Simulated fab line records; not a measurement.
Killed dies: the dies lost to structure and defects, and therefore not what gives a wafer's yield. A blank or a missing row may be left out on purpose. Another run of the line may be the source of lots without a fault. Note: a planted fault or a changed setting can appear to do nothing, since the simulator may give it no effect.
Which of the tools did it? -- flow nandHarc -- Sampling: 12 lots, 36 wafers, 5 of 1302 route steps

WHAT THE GAUGES READ, wafer by wafer
NHARC_A_CHANNEL_FILL_D2_INSPECT_13. Usual: rawDefectCount at 358, with a standard deviation of 100.
lot,measured,on,rawDefectCount,flag
L399,day 15 11:31,defectInspect-01,292 310 391,
L400,day 15 22:14,defectInspect-01,408 238 415,
L401,day 16 16:59,defectInspect-02,265 459 376,
L402,day 17 00:32,defectInspect-02,479 666 525,
L405,day 17 12:54,defectInspect-01,460 278 346,
L404,day 17 13:03,defectInspect-01,327 291 260,
L407,day 18 21:47,defectInspect-01,534 522 348,
L412,day 21 12:14,defectInspect-01,558 358 335,
L418,day 22 21:23,defectInspect-02,335 280 386,
L417,day 22 21:25,defectInspect-01,249 302 193,
L422,day 25 03:24,defectInspect-02,396 379 283,
L421,day 25 03:24,defectInspect-01,495 239 500,

NHARC_END_SORT_01. Usual: killedAtArray 51, standard deviation 18; killedAtOther 1.0, standard deviation 1.2; killedAtPeriphery 3.7, standard deviation 2.9; killedDies 55, standard deviation 19; killedOpen 3.5, standard deviation 1.9; killedShort 2.6, standard deviation 1.6.
lot,measured,on,killedAtArray,killedAtOther,killedAtPeriphery,killedDies,killedOpen,killedShort,flag
L412,day 30 21:21,prober-01,65 45 62,3 2 0,5 8 13,73 55 75,4 2 5,4 0 4,
L418,day 31 20:42,prober-02,669 673 673,3 4 3,5 0 1,677 677 677,6 1 3,7 3 4,OFF
L417,day 32 03:34,prober-01,670 668 673,1 4 1,6 5 3,677 677 677,5 6 2,1 3 1,OFF

TOOL THAT RAN EACH LOT (tool first, then ch and the chambers of the sampled wafers, then the start)
lot,NHARC_A_STAIRCASE_ETCH_13,NHARC_A_STAIRCASE_TRIM_14,NHARC_A_STAIRCASE_ETCH_27
L399,"rieDiel-09 ch 0,1,3, day 15 14:37 or earlier","rieDiel-09 ch 0,3, day 15 14:37","rieDiel-09 ch 0,1,3, no start"
L400,"rieDiel-09 ch 0,1,3, day 16 01:23 or earlier","rieDiel-09 ch 0,1,2, day 16 01:23","rieDiel-09 ch 0,1,2, no start"
L401,"rieDiel-06 ch 0,2,3, day 16 20:11 or earlier","rieDiel-06 ch 0,1,3, day 16 20:11","rieDiel-09 ch 0,1, no start"
L402,"rieDiel-09 ch 1,2, day 17 03:47 or earlier","rieDiel-09 ch 1,3, day 17 03:47","rieDiel-13 ch 1,2, no start"
L405,"rieDiel-09 ch 0,1, day 17 16:07 or earlier","rieDiel-09 ch 1,2, day 17 16:07","rieDiel-06 ch 0,1, no start"
L404,"rieDiel-13 ch 0,1,3, day 17 16:17 or earlier","rieDiel-13 ch 0,3, day 17 16:17","rieDiel-13 ch 0,3, no start"
L407,"rieDiel-13 ch 2,3, day 19 01:11 or earlier","rieDiel-13 ch 0,1,3, day 19 01:11","rieDiel-06 ch 1,3, no start"
L412,"rieDiel-09 ch 1,3, day 21 15:27 or earlier","rieDiel-09 ch 0,3, day 21 15:27","rieDiel-09 ch 1,3, day 30 21:21 or earlier"
L418,"rieDiel-09 ch 1,2, day 23 01:08 or earlier","rieDiel-09 ch 0,1, day 23 01:08","rieDiel-06 ch 1,2,3, day 31 20:42 or earlier"
L417,"rieDiel-06 ch 0,2,3, day 23 04:17 or earlier","rieDiel-06 ch 0,1,3, day 23 04:17","rieDiel-09 ch 0,1, day 32 03:34 or earlier"
L422,"rieDiel-13 ch 0,3, day 25 06:41 or earlier","rieDiel-13 ch 1,2,3, day 25 06:41","rieDiel-13 ch 0,1, no start"
L421,"rieDiel-09 ch 1,2,3, day 25 06:39 or earlier","rieDiel-09 ch 0,3, day 25 06:39","rieDiel-09 ch 2,3, no start"
- NHARC_A_STAIRCASE_ETCH_13: etches the open film in C4F8/O2, target depth 100 nm, time 40.5 s.
- NHARC_A_STAIRCASE_TRIM_14: chemistry O2, time 211.2 s.
- NHARC_A_STAIRCASE_ETCH_27: etches the open film in C4F8/O2, target depth 100 nm, time 40.5 s.

AS READ BY THE TOOLS THEMSELVES (means over the sampled wafers that have a number; for cases with no such wafer, the mark the record gives instead)
NHARC_A_STAIRCASE_ETCH_13. Usual: oesProductAu 0.947 a.u., standard deviation 0.014; rfVppV 898 V, standard deviation 5.9.
lot,tool,oesProductAu (a.u.),rfVppV (V),flag
L399,rieDiel-09,0.956,897,
L400,rieDiel-09,0.968,896,
L401,rieDiel-06,0.937,899,
L402,rieDiel-09,0.970,903,
L405,rieDiel-09,0.974,902,
L404,rieDiel-13,0.940,896,
L407,rieDiel-13,0.942,893,
L412,rieDiel-09,0.947,898,
L418,rieDiel-09,0.948,898,
L417,rieDiel-06,0.934,898,
L422,rieDiel-13,0.940,898,
L421,rieDiel-09,0.943,902,

NHARC_A_STAIRCASE_TRIM_14. Usual: for chamberPressureMTorr, 60.00 mTorr with a standard deviation of 0.056; for drypumpMotorCurrentA, 5.8 A with a standard deviation of 0.49; for mfcArSccm, 0.009 sccm with a standard deviation of 0.012; for oesProductAu, 1.004 a.u. with a standard deviation of 0.011; for rfVppV, 57.8 V with a standard deviation of 0.93; for showerheadPlenumPTorr, 3.56 Torr with a standard deviation of 0.16; for throttleValvePct, 17.037 % with a standard deviation of 0.0087.
lot,tool,chamberPressureMTorr (mTorr),drypumpMotorCurrentA (A),mfcArSccm (sccm),oesProductAu (a.u.),rfVppV (V),showerheadPlenumPTorr (Torr),throttleValvePct (%),flag
L399,rieDiel-09,60.01,5.3,0.003,1.008,57.9,3.45,17.043,
L400,rieDiel-09,60.07,5.6,0.008,1.009,57.8,3.61,17.043,
L401,rieDiel-06,60.11,6.1,0.011,0.993,57.6,3.54,17.046,
L402,rieDiel-09,60.01,5.9,0.000,1.002,57.8,3.45,17.034,
L405,rieDiel-09,60.01,5.9,0.006,1.009,58.7,3.70,17.033,
L404,rieDiel-13,60.00,6.0,0.017,1.001,57.4,3.49,17.036,
L407,rieDiel-13,59.99,5.6,0.018,0.990,58.4,3.55,17.038,
L412,rieDiel-09,60.03,5.6,0.002,1.007,56.8,3.34,17.032,
L418,rieDiel-09,-,-,-,-,-,-,-,OFF
L417,rieDiel-06,-,-,-,-,-,-,-,OFF
L422,rieDiel-13,59.99,5.6,0.021,0.991,57.9,3.50,17.032,
L421,rieDiel-09,60.00,5.3,0.003,0.994,57.9,3.59,17.034,

NHARC_A_STAIRCASE_ETCH_27. Usual: oesProductAu 0.948 a.u., standard deviation 0.013; rfVppV 898 V, standard deviation 5.6.
lot,tool,oesProductAu (a.u.),rfVppV (V),flag
L399,rieDiel-09,0.955,896,
L400,rieDiel-09,0.956,899,
L401,rieDiel-09,0.952,899,
L402,rieDiel-13,0.934,899,
L405,rieDiel-06,0.942,898,
L404,rieDiel-13,0.933,894,
L407,rieDiel-06,0.954,896,
L412,rieDiel-09,0.946,899,
L418,rieDiel-06,0.945,898,
L417,rieDiel-09,0.940,898,
L422,rieDiel-13,0.940,899,
L421,rieDiel-09,0.955,901,

THE ANSWER, worked out from the rows above alone
Rule: a lot is off if the mean of its wafers that have a number lies more than 3 standard deviations from the usual mean. Also off: a lot with no number at a reading for which 4 or more lots have one. Any other lot the step has rows for is counted as sound. First the gauges in route order, then the tools' own readings, where a lot's mean is used as printed above. At the first step where some lot is off, the reading lying furthest off is the one used; lots without a number count as furthest.
Off, at NHARC_END_SORT_01 on killedAtArray: L418, L417. Neither off nor sound, because the step has no rows for them: L399, L400, L401, L402, L405, L404, L407, L422, L421.
A tool fits if, at a process step before that reading, it ran every lot that is off, and no sound lot after the first of them. The gauges at NHARC_END_SORT_01 aren't tried: what is off there is off at NHARC_A_STAIRCASE_TRIM_14 too, on other tools, and a gauge's error can't cause that. NHARC_A_STAIRCASE_ETCH_13 gives no start for some lots, so the hours and the order of its lots are those of NHARC_A_STAIRCASE_TRIM_14. NHARC_A_STAIRCASE_ETCH_27 gives no start for some lots, so the hours and the order of its lots are those of NHARC_END_SORT_01. No candidate that was tried fits.

WHAT THE SIMULATOR HAD INSERTED
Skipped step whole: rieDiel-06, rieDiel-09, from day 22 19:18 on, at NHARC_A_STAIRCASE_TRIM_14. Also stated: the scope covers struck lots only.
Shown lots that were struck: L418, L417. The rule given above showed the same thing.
